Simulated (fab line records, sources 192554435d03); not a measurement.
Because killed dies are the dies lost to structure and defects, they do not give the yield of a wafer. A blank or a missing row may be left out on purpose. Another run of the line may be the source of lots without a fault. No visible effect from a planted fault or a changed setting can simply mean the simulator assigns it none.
Split-lot study / flow n5-finfet / 7 lots, 21 wafers read, on a route of 1938 steps

## SPLIT DETAILS
At N5_BEOL_M2_COAT_22 (resist thk 30 nm), the setting spin-rpm was moved away from the recipe's 1500 rpm on 5 of the 21 wafers read, by -5.9% to +9.9%. For the rest of the wafers, this setting stayed at what the recipe calls for.

## FROM THE SPLIT TO THE READING: what the file shows between them, 6 steps
- N5_BEOL_M2_EBR_24
- N5_BEOL_M2_SOFTBAKE_23: time 60 s
- N5_BEOL_M2_EXPOSE_25: exposes mask V1, defocus 5 nm
- N5_BEOL_M2_PEB_26: peb time 60 s
- N5_BEOL_M2_DEVELOP_27: develop time 30 s
- N5_BEOL_M2_DESCUM_33: chemistry O2, time 7 s

## THE READING
CAR-EUV_of_BEOL_M2_COAT_22.thk-nm (the simulator's own value, which no gauge read), in nm, at N5_BEOL_M2_ETCH_77 (etches underlayer in N2/H2, target depth 6.5 nm, time 5.2 s). The file gives no usual value for it. The 16 wafers here that ran the recipe average 20.4 nm, standard deviation 0.11 nm.

wafer=L074.3; tool, chamber at the split=litho-track-01, 0; spin-rpm as run, rpm=1500; against the recipe=recipe; CAR-EUV_of_BEOL_M2_COAT_22.thk-nm, nm=20.4; against lot-mates on the recipe=-
wafer=L074.4; tool, chamber at the split=litho-track-01, 0; spin-rpm as run, rpm=1500; against the recipe=recipe; CAR-EUV_of_BEOL_M2_COAT_22.thk-nm, nm=20.4; against lot-mates on the recipe=-
wafer=L074.6; tool, chamber at the split=litho-track-01, 0; spin-rpm as run, rpm=1500; against the recipe=recipe; CAR-EUV_of_BEOL_M2_COAT_22.thk-nm, nm=20.4; against lot-mates on the recipe=-
wafer=L077.1; tool, chamber at the split=litho-track-04, 0; spin-rpm as run, rpm=1424; against the recipe=-5.1%; CAR-EUV_of_BEOL_M2_COAT_22.thk-nm, nm=21.2; against lot-mates on the recipe=+0.9
wafer=L077.4; tool, chamber at the split=litho-track-04, 0; spin-rpm as run, rpm=1500; against the recipe=recipe; CAR-EUV_of_BEOL_M2_COAT_22.thk-nm, nm=20.4; against lot-mates on the recipe=-
wafer=L077.5; tool, chamber at the split=litho-track-04, 0; spin-rpm as run, rpm=1500; against the recipe=recipe; CAR-EUV_of_BEOL_M2_COAT_22.thk-nm, nm=20.2; against lot-mates on the recipe=-
wafer=L080.1; tool, chamber at the split=litho-track-04, 0; spin-rpm as run, rpm=1500; against the recipe=recipe; CAR-EUV_of_BEOL_M2_COAT_22.thk-nm, nm=20.4; against lot-mates on the recipe=-
wafer=L080.4; tool, chamber at the split=litho-track-04, 0; spin-rpm as run, rpm=1500; against the recipe=recipe; CAR-EUV_of_BEOL_M2_COAT_22.thk-nm, nm=20.4; against lot-mates on the recipe=-
wafer=L080.5; tool, chamber at the split=litho-track-04, 0; spin-rpm as run, rpm=1500; against the recipe=recipe; CAR-EUV_of_BEOL_M2_COAT_22.thk-nm, nm=20.4; against lot-mates on the recipe=-
wafer=L081.1; tool, chamber at the split=litho-track-04, 0; spin-rpm as run, rpm=1649; against the recipe=+9.9%; CAR-EUV_of_BEOL_M2_COAT_22.thk-nm, nm=19; against lot-mates on the recipe=-1.4
wafer=L081.2; tool, chamber at the split=litho-track-04, 0; spin-rpm as run, rpm=1649; against the recipe=+9.9%; CAR-EUV_of_BEOL_M2_COAT_22.thk-nm, nm=18.8; against lot-mates on the recipe=-1.6
wafer=L081.3; tool, chamber at the split=litho-track-04, 0; spin-rpm as run, rpm=1500; against the recipe=recipe; CAR-EUV_of_BEOL_M2_COAT_22.thk-nm, nm=20.4; against lot-mates on the recipe=-
wafer=L085.1; tool, chamber at the split=litho-track-04, 0; spin-rpm as run, rpm=1411; against the recipe=-5.9%; CAR-EUV_of_BEOL_M2_COAT_22.thk-nm, nm=21.2; against lot-mates on the recipe=+1.0
wafer=L085.4; tool, chamber at the split=litho-track-04, 0; spin-rpm as run, rpm=1411; against the recipe=-5.9%; CAR-EUV_of_BEOL_M2_COAT_22.thk-nm, nm=21.2; against lot-mates on the recipe=+1.0
wafer=L085.6; tool, chamber at the split=litho-track-04, 0; spin-rpm as run, rpm=1500; against the recipe=recipe; CAR-EUV_of_BEOL_M2_COAT_22.thk-nm, nm=20.2; against lot-mates on the recipe=-
wafer=L093.2; tool, chamber at the split=litho-track-04, 0; spin-rpm as run, rpm=1500; against the recipe=recipe; CAR-EUV_of_BEOL_M2_COAT_22.thk-nm, nm=20.4; against lot-mates on the recipe=-
wafer=L093.4; tool, chamber at the split=litho-track-04, 0; spin-rpm as run, rpm=1500; against the recipe=recipe; CAR-EUV_of_BEOL_M2_COAT_22.thk-nm, nm=20.2; against lot-mates on the recipe=-
wafer=L093.5; tool, chamber at the split=litho-track-04, 0; spin-rpm as run, rpm=1500; against the recipe=recipe; CAR-EUV_of_BEOL_M2_COAT_22.thk-nm, nm=20.2; against lot-mates on the recipe=-
wafer=L097.1; tool, chamber at the split=litho-track-02, 0; spin-rpm as run, rpm=1500; against the recipe=recipe; CAR-EUV_of_BEOL_M2_COAT_22.thk-nm, nm=20.4; against lot-mates on the recipe=-
wafer=L097.6; tool, chamber at the split=litho-track-02, 0; spin-rpm as run, rpm=1500; against the recipe=recipe; CAR-EUV_of_BEOL_M2_COAT_22.thk-nm, nm=20.4; against lot-mates on the recipe=-
wafer=L097.2; tool, chamber at the split=litho-track-02, 0; spin-rpm as run, rpm=1500; against the recipe=recipe; CAR-EUV_of_BEOL_M2_COAT_22.thk-nm, nm=20.6; against lot-mates on the recipe=-

THE FIT
A straight line over all 21 wafers: CAR-EUV_of_BEOL_M2_COAT_22.thk-nm changes by -0.147 nm for each +1% of spin-rpm; r = -0.98; the points scatter about the line by 0.1 nm.
The same after taking each lot's own level away (the mean of its wafers on the recipe; 21 wafers): -0.158 nm for each +1%; r = -0.99; scatter 0.078 nm.
The reading moves by 1.6 nm for the largest change in spin-rpm, on that fit.
Across the lots, their own levels run from 20.20 to 20.47 nm, a range of 2.5 times the standard deviation given above.
Hence the lot-to-lot level has little effect on the slope; both slopes agree.
Check: -1.64 nm against its lot-mates is what the line predicts for one of the wafers moved furthest among these (+9.9%) when that wafer is left out of the fit. Against them it came out at -1.4 nm.

## OTHER SPLITS APPLIED TO THESE WAFERS
Note: prior to the reading, these wafers also went through further splits. Each is held against what the fit with the lots' levels taken away leaves over:
other split on the same wafers=N5_BEOL_M0_CUTY_COAT_51 spin-rpm; wafers away from the commonest value=9; r with CAR-EUV_of_BEOL_M2_COAT_22.thk-nm (lot level and that fit taken away)=+0.00
other split on the same wafers=N5_BEOL_M0_CUTY_EXPOSE_54 dose-mj; wafers away from the commonest value=7; r with CAR-EUV_of_BEOL_M2_COAT_22.thk-nm (lot level and that fit taken away)=-0.03
other split on the same wafers=N5_BEOL_M1_TRENCH_ETCH_37 source-w; wafers away from the commonest value=10; r with CAR-EUV_of_BEOL_M2_COAT_22.thk-nm (lot level and that fit taken away)=+0.04
other split on the same wafers=N5_BEOL_M2_ETCH_74 source-w; wafers away from the commonest value=5; r with CAR-EUV_of_BEOL_M2_COAT_22.thk-nm (lot level and that fit taken away)=+0.27

## THE WHOLE CHAIN: every reading that the file lists as answering this split, in the file's order
step=N5_BEOL_M2_COAT_22; what it does=resist thk 30 nm; reading=CAR-EUV_of_BEOL_M2_COAT_22.thk-nm (the simulator's own value, which no gauge read); change (the file's fit)=-0.145 nm for each +1% of the setting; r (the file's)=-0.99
step=N5_BEOL_M2_DEVELOP_27; what it does=develop time 30 s; reading=CAR-EUV_of_BEOL_M2_COAT_22.thk-nm (the simulator's own value, which no gauge read); change (the file's fit)=-0.149 nm for each +1% of the setting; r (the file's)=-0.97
step=N5_BEOL_M2_ETCH_77; what it does=etches underlayer in N2/H2, target depth 6.5 nm, time 5.2 s; reading=CAR-EUV_of_BEOL_M2_COAT_22.thk-nm (the simulator's own value, which no gauge read); change (the file's fit)=-0.159 nm for each +1% of the setting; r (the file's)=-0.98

## FILE'S OWN FIT
CAR-EUV_of_BEOL_M2_COAT_22.thk-nm changes by -0.159 nm for each +1% of spin-rpm, r = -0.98.
